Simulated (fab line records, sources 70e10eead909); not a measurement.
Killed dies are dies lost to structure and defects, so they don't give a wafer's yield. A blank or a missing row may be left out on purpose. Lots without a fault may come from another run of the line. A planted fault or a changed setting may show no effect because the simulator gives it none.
A struck lot beside a sound one | flow nand_harc | 41 steps out of a route of 1159
Sound: wafers L537.2, L537.4, L537.6. Struck: wafer L530.3. (L530.2, L530.6 of the same lot were not struck and are left out.) The cause comes at the end.
At each step with rows: each side's tool, then ch and its chambers, then its first start. Under that, the readings that differ: sound wafers | struck wafers | difference of the means | sigmas: that difference in standard deviations of wafers without a fault.
alike: readings whose means differ by less than 2 such deviations, and words and numbers that are the same on both sides. not compared: withheld readings, readings that some wafer has no value for, bounds like >300 that may hide the same value, and numbers for which the record gives no deviation and whose values overlap.
The two part at a step that has a row with sigmas, a row that says differs or no value, or rows on one side only. Numbers that don't overlap but have no deviation are shown without sigmas and don't part them. A reading that every wafer of one side lacks parts them only if that side has two wafers or more.

first, 2 steps without rows for these wafers: NHARC_A_STAIRCASE_SRD_154; NHARC_A_STAIRCASE_ETCH_403 (etches SiO2 in dHF, target depth 108.2 nm).
NHARC_A_STAIRCASE_ETCHBACK_422: etches the open film in CH3F/O2, target depth 40 nm, time 74.286 s.
  sound on rie_diel-11 ch 0,3, day 16 19:59; struck on rie_diel-12 ch 3, day 16 02:20
  reading               | sound          | struck | difference | sigmas
  oes_product_au (a.u.) | 1.03 1.01 1.02 | 0.92   | -0.10      | -2
  alike: drypump_motor_current_A, o2_flow_sccm, rf_vpp_V, showerhead_plenum_p_Torr, throttle_valve_pct
  not compared: rf_hours_counter_h
then, 6 steps without rows for these wafers: NHARC_A_STAIRCASE_ETCH_423 (etches SiO2 in dHF, target depth 30 nm); NHARC_A_STAIRCASE_ETCHBACK_157 (etches the open film in CH3F/O2, target depth 90 nm, time 167.14 s); NHARC_A_STAIRCASE_STRIP_475 (strips in O2, time 20 s); NHARC_A_STAIRCASE_DEP_471 (deposits SiO2, target thk 100 nm); NHARC_A_STAIRCASE_CMP_472 (polishes SiO2); NHARC_A_STAIRCASE_SRD_474.
NHARC_A_STAIRCASE_INSPECT_155:
  sound on defect_inspect-02, day 16 21:19; struck on defect_inspect-01, day 16 03:36
  reading          | sound         | struck | difference | sigmas
  raw_defect_count | 1239 873 1127 | 341    | -739       | -5
NHARC_A_SGD_CUT_DEP_00: deposits SiNx, target thk 50 nm.
  sound on pecvd-03 ch 0,2, day 16 21:25; struck on pecvd-04 ch 0, day 16 03:40
  alike: heater_power_w
then, 10 steps without rows for these wafers: NHARC_A_SGD_CUT_DEHYDRATE_01 (time 120 s); NHARC_A_SGD_CUT_HMDS_02 (time 30 s); NHARC_A_SGD_CUT_COAT_56 (time 75 s); NHARC_A_SGD_CUT_COAT_57 (time 65 s); NHARC_A_SGD_CUT_COAT_03 (resist thk 90 nm); NHARC_A_SGD_CUT_SOFTBAKE_04 (time 55 s); NHARC_A_SGD_CUT_EBR_05; NHARC_A_SGD_CUT_EXPOSE_06 (exposes mask SGD); NHARC_A_SGD_CUT_PEB_07 (peb time 65 s); NHARC_A_SGD_CUT_DEVELOP_08 (develop time 35 s).
NHARC_A_SGD_CUT_CD_MEAS_09: target cd 100 nm.
  sound on cd_sem-01 ch 0, day 16 22:13; struck on cd_sem-02 ch 0, day 16 04:23
  alike: cd_nm
NHARC_A_SGD_CUT_OVL_MEAS_10:
  sound on overlay-01, day 16 22:18; struck on overlay-01, day 16 04:29
  reading           | sound       | struck | difference | sigmas
  overlay_y_nm (nm) | 0.9 1.2 0.8 | -1.0   | -2.0       | -3
  alike: overlay_x_nm
NHARC_A_SGD_CUT_INSPECT_11:
  sound on defect_inspect-02, day 16 22:20; struck on defect_inspect-01, day 16 04:31
  reading          | sound    | struck | difference | sigmas
  raw_defect_count | 21 31 24 | 5      | -20        | -2
NHARC_A_SGD_CUT_DESCUM_14: chemistry O2, time 3 s.
  sound on rie_diel-01 ch 1,3, day 16 22:24; struck on rie_diel-01 ch 1, day 16 04:35
  alike: drypump_motor_current_A, o2_flow_sccm, oes_product_au, rf_vpp_V, showerhead_plenum_p_Torr, throttle_valve_pct
  not compared: rf_hours_counter_h
then, 1 step without rows for these wafers: NHARC_A_SGD_CUT_ETCH_58 (etches the open film in CF4, target depth 39 nm, time 65 s).
NHARC_A_SGD_CUT_ETCH_59: etches the open film in N2/H2, target depth 260 nm, time 406.25 s.
  sound on rie_diel-01 ch 0,1,3; struck on rie_diel-01 ch 1
  alike: drypump_motor_current_A, h2_flow_sccm, oes_product_au, rf_vpp_V, showerhead_plenum_p_Torr, throttle_valve_pct
  not compared: rf_hours_counter_h
then, 8 steps without rows for these wafers: NHARC_A_SGD_CUT_ETCH_15 (etches the open film in CH3F/O2, target depth 75 nm, time 64.3 s); NHARC_A_SGD_CUT_ETCH_16 (etches the open film in C4F8/O2/Ar, target depth 310.5 nm, time 155.2 s); NHARC_A_SGD_CUT_STRIP_60 (strips in C4F8/O2/Ar); NHARC_A_SGD_CUT_STRIP_17 (strips in O2); NHARC_A_SGD_CUT_PRECLEAN_18 (cleans in SC1); NHARC_A_SGD_CUT_SRD_19; NHARC_A_SGD_CUT_DEP_20 (deposits SiO2, target thk 150 nm); NHARC_A_SGD_CUT_ANNEAL_27 (time 1800 s).
NHARC_A_SGD_CUT_CMP_21: polishes, target thk 148.19 nm.
  sound on cmp-01 ch 0,1,3, day 17 06:04; struck on cmp-03 ch 3, day 16 11:51
  alike: motor_current_A, time_to_endpoint_s
NHARC_A_SGD_CUT_THK_MEAS_22: measures by ellipsometry.
  sound on film_metro-02, day 17 06:16; struck on film_metro-01, day 16 12:05
  reading     | sound             | struck | difference | sigmas
  thk_nm (nm) | 149.6 149.4 151.3 | 145.1  | -5.0       | -3
then, 2 steps without rows for these wafers: NHARC_A_SGD_CUT_SRD_23; NHARC_A_SGD_CUT_ETCH_26 (etches SiO2 in dHF, target depth 45.8 nm).
NHARC_A_SGD_CUT_ETCHBACK_24: etches the open film in CH3F/O2, target depth 50 nm, time 92.857 s.
  sound on rie_diel-08 ch 0,2,3, day 17 06:35; struck on rie_diel-04 ch 1, day 16 12:19
  alike: drypump_motor_current_A, o2_flow_sccm, oes_product_au, rf_vpp_V, showerhead_plenum_p_Torr, throttle_valve_pct
  not compared: rf_hours_counter_h
-- the record jumps here: 8 days lie between the struck wafers' starts before and after (it left off in module A_SGD_CUT and takes up again in module END, whose first step shown is number 1159 of the route) --
NHARC_END_SORT_01:
  the record has rows for the struck wafers here (prober-02 ch 0, day 24 13:05) and none for the sound ones

WHERE THEY PART
First at NHARC_A_STAIRCASE_ETCHBACK_422; last, within this record, at NHARC_END_SORT_01.

WHY: what the simulator had put in
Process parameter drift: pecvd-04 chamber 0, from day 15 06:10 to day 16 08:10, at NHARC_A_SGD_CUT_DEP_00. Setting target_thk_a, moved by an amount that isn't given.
